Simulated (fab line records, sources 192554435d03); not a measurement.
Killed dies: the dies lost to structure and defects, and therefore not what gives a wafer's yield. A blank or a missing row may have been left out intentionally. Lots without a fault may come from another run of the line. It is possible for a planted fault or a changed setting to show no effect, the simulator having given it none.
A struck lot beside a sound one | flow n5Finfet | 37 steps out of a route of 1938
Sound: the wafers L551.1, L551.2, L551.6. Struck: wafer L553.1 (left out: L553.3, L553.4 of the same lot, which were not struck); the cause appears at the end.
For every step that has rows: the tool of each side, followed by ch and its chambers, followed by its first start. Under that, the readings that differ: sound wafers | struck wafers | difference of the means | sigmas: that difference in standard deviations of wafers without a fault.
alike: a reading whose means differ by less than 2 such deviations, as well as words and numbers matching on both sides. not compared: withheld readings; readings where some wafer has no value; bounds like >300 that might hide an equal value; numbers whose values overlap and for which the record gives no deviation.
The two part at a step that has a row with sigmas, a row that says differs or no value, or rows on one side only. Numbers that don't overlap but have no deviation are shown without sigmas and don't part them. A reading missing from all wafers of one side parts the sides only when that side holds two or more wafers.

first, 9 steps without rows for these wafers: N5_PMOS_HMC_CHANNEL_EPI_EXPOSE_06 (exposes mask PMOS HMC BLK, target cd 240 nm); N5_PMOS_HMC_CHANNEL_EPI_PEB_07 (peb time 60 s); N5_PMOS_HMC_CHANNEL_EPI_DEVELOP_08 (develop time 30 s); N5_PMOS_HMC_CHANNEL_EPI_DESCUM_14 (chemistry O2, time 7.9 s); N5_PMOS_HMC_CHANNEL_EPI_ETCH_32 (etches BARC in N2/H2, stops on SiO2, target depth 85.8 nm, time 50.3 s); N5_PMOS_HMC_CHANNEL_EPI_HM_OPEN_15 (chemistry CHF3/O2, target SiO2, target depth 40.6 nm, time 20.3 s); N5_PMOS_HMC_CHANNEL_EPI_STRIP_33 (strips in N2/H2); N5_PMOS_HMC_CHANNEL_EPI_STRIP_17 (strips in SPM, time 750 s); N5_PMOS_HMC_CHANNEL_EPI_ETCH_38 (etches SiO2 in CF4, target depth 1.5 nm).
N5_PMOS_HMC_CHANNEL_EPI_FIN_RECESS_16: chemistry HBr/Cl2, target Si, target depth 54 nm, time 18 s.
  sound on rieSi-01 ch 1,2, day 3 06:01; struck on rieSi-01 ch 3, day 3 18:36
reading                                                 | sound             | struck | difference | sigmas
oesProductAu (a.u.)                                     | 1.000 0.993 1.015 | 1.302  | +0.299     | +16
model.etch.depthNm (nm)                                 | 54.77 53.2 53.78  | 85.91  | +31.99     | 
model.PMOS_HMC_CHANNEL_EPI.featureDepthNm (nm)          | 54.77 53.2 53.78  | 85.91  | +31.99     | 
model.SiO2_of_PMOS_HMC_CHANNEL_EPI_HM_DEP_34.thkNm (nm) | 29.48 30.04 30.47 | 27.21  | -2.79      | 
  alike: drypumpMotorCurrentA, heBacksideLeakSccm, throttleValvePct
  not compared: rfHoursCounterH
then, 1 step without rows for these wafers: N5_PMOS_HMC_CHANNEL_EPI_PRECLEAN_36 (cleans in O3/DIW, time 45 s).
N5_PMOS_HMC_CHANNEL_EPI_PRECLEAN_18: cleans in DHF, time 30 s.
  sound on wetBench-03 ch 3,6,7, day 3 06:07; struck on wetBench-05 ch 0, day 3 18:43
reading                                                 | sound             | struck | difference | sigmas
model.SiO2_of_PMOS_HMC_CHANNEL_EPI_HM_DEP_34.thkNm (nm) | 23.83 24.37 24.83 | 21.68  | -2.66      | 
then, 5 steps without rows for these wafers: N5_PMOS_HMC_CHANNEL_EPI_SRD_19 (time 30 s); N5_PMOS_HMC_CHANNEL_EPI_EPI_20 (deposits SiGe30, target thk 59 nm); N5_PMOS_HMC_CHANNEL_EPI_HM_STRIP_35 (strips SiO2 in dHF, material SiO2, target depth 39.6 nm, time 216 s); N5_PMOS_HMC_CHANNEL_EPI_SRD_39 (time 30 s); N5_PMOS_HMC_CHANNEL_EPI_CMP_21 (polishes SiGe30, target thk 54 nm).
N5_PMOS_HMC_CHANNEL_EPI_THK_MEAS_22:
  sound on filmMetro-02 at day 3 07:49; struck on filmMetro-02 at day 3 20:48
reading          | sound          | struck | difference | sigmas
HMC_CMP_THK (nm) | 54.8 53.2 53.6 | 57.8   | +3.9       | +4
then, 17 steps without rows for these wafers: N5_PMOS_HMC_CHANNEL_EPI_PRECLEAN_40 (cleans in DHF, time 30 s); N5_PMOS_HMC_CHANNEL_EPI_PRECLEAN_37 (cleans in O3/DIW, time 45 s); N5_PMOS_HMC_CHANNEL_EPI_PRECLEAN_24 (cleans in DHF, time 30 s); N5_PMOS_HMC_CHANNEL_EPI_SRD_25 (time 30 s); N5_PMOS_HMC_CHANNEL_EPI_EPI_26 (deposits Si from SiH4/H2, target thk 3.8 nm, time 22.7 s); N5_FIN_SAQP_PRECLEAN_42 (cleans in O3/DIW, time 60 s); N5_FIN_SAQP_PRECLEAN_00 (cleans in SC1, time 60 s); N5_FIN_SAQP_PRECLEAN_44 (cleans in SC2, time 45 s); N5_FIN_SAQP_SRD_01 (time 30 s); N5_FIN_SAQP_ALD_61 (deposits SiO2, target thk 4 nm, pulse time 1 s, purge time 2 s); N5_FIN_SAQP_DENSIFY_62 (time 60 s); N5_FIN_SAQP_HM_DEP_03 (deposits SiNx from SiH4/NH3/N2, target thk 38 nm, time 33.6 s); N5_FIN_SAQP_PECVD_47 (deposits a-Si from SiH4/He, target thk 45 nm, time 36.3 s); N5_FIN_SAQP_PECVD_48 (deposits SiNx from SiH4/NH3/N2, target thk 25 nm, time 22.1 s); N5_FIN_SAQP_PECVD_06 (deposits a-Si from SiH4/He, target thk 60 nm, time 48.1 s); N5_FIN_SAQP_HM_DEP_72 (deposits SiO2 from SiH4/N2O, target thk 12 nm, time 7.2 s); N5_FIN_SAQP_COAT_49 (time 60 s, resist thk 100 nm).
-- record jumps: 7 days separate the struck wafers' starts on either side; left off in module FIN_SAQP, taken up again in module BEOL_M4, whose first shown step is the route's number 1111 --
N5_BEOL_M4_RC_MEAS_101:
  sound on prober-02 ch 0, day 9 09:39; struck on prober-01 ch 0, day 10 10:53
reading           | sound          | struck | difference | sigmas
RS_NWELL (ohm/sq) | 1038 1040 1033 | 1101   | +64        | +10
VT_N (mV)         | 248 245 245    | 253    | +7         | +2
  alike: DIBL_N, IOFF_N, ION_N, SS_N
  not compared: CJ_P, DIBL_P, EOT_P, IGATE_P, IOFF_P, IOFF_P_85C, IOFF_P_LIN, IOFF_P_LONG, ION_P, RC_DENSE_P, RC_P, REXT_P, RS_SD_P, SS_P, VT_P, VT_P_LONG, VT_P_LVT
-- record jumps: 5 days separate the struck wafers' starts on either side; left off in module BEOL_M4, taken up again in module PASSIVATION, whose first shown step is the route's number 1936 --
N5_PASSIVATION_PROBE_49:
  sound on prober-02 at day 14 08:26; struck on prober-02 at day 15 14:35
reading                | sound          | struck | difference | sigmas
sort_bin_4_leakage (%) | 0 0 0          | 91.02  | +91.02     | +99 or more
sortNPass              | 1069 1081 1095 | 0      | -1082      | -52
sortYieldPct (%)       | 90.6 91.6 92.8 | 0      | -92        | -54
  alike: defectLimitedYield, killed_at_M0_to_M3, killed_at_M4_up, killedAtContacts, killedAtFrontEnd, killedAtOther, killedDies, killedOnRim, killedOpen, killedShort, sort_bin_5_function, sort_bin_6_memory

== WHERE THEY PART ==
At N5_PMOS_HMC_CHANNEL_EPI_FIN_RECESS_16 first; at N5_PASSIVATION_PROBE_49 last (within this record only).

WHY: whatever the simulator had introduced
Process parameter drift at N5_PMOS_HMC_CHANNEL_EPI_FIN_RECESS_16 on rieSi-01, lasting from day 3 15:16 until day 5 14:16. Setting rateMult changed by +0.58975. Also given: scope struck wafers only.
